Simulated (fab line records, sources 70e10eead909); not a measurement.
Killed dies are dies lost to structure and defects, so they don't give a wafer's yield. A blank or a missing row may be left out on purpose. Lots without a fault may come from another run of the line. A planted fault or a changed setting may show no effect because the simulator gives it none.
Chamber matching | flow nand_harc | NHARC_A_CHANNEL_FILL_D1_ETCHBACK_19 on rie_si-03: 4 sister chambers
The step etches the open film in HBr/Cl2, target depth 5 nm, time 1.7 s. 4 wafers are shown with their chamber, then 7 later ones without.

WAFERS WITH THEIR CHAMBER
wafer  | chamber | oes_product_au (a.u.)
L084.2 | 0       | 0.974
L084.6 | 3       | 1.000
L088.2 | 2       | 1.021
L088.3 | 1       | 0.999

WAFERS WITHOUT THEIR CHAMBER
wafer  | oes_product_au (a.u.)
L088.5 | 1.023
L090.1 | 0.990
L090.3 | 1.005
L090.6 | 1.003
L094.1 | 1.013
L094.4 | 1.013
L094.5 | 1.007

WHICH CHAMBER EACH WENT THROUGH
wafer  | from the rows above          | in truth
L088.5 | 2                            | 2
L090.1 | can't be placed: 1 or 3 or 0 | 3
L090.3 | can't be placed: 3 or 1 or 2 | 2
L090.6 | can't be placed: 3 or 1      | 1
L094.1 | can't be placed: 2 or 3 or 1 | 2
L094.4 | can't be placed: 2 or 3 or 1 | 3
L094.5 | can't be placed: 3 or 1 or 2 | 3
Placed correctly: 1 of 7. Can't be placed from these rows: 6 (the true chamber is among the candidates in 6). Placed wrongly: 0.
How it was worked out, from the rows above alone: a wafer's distance from a chamber is the root of the sum, over the readings, of the square of ((its reading less the chamber's mean) divided by the reading's scatter). The wafer belongs to the nearest chamber; if the next one is less than 2 further off, it can't be placed. A chamber's mean is the mean of its shown wafers. The scatter: with one shown wafer a chamber, the root of the mean of the squares of how far each hidden wafer lies from its nearest shown one.
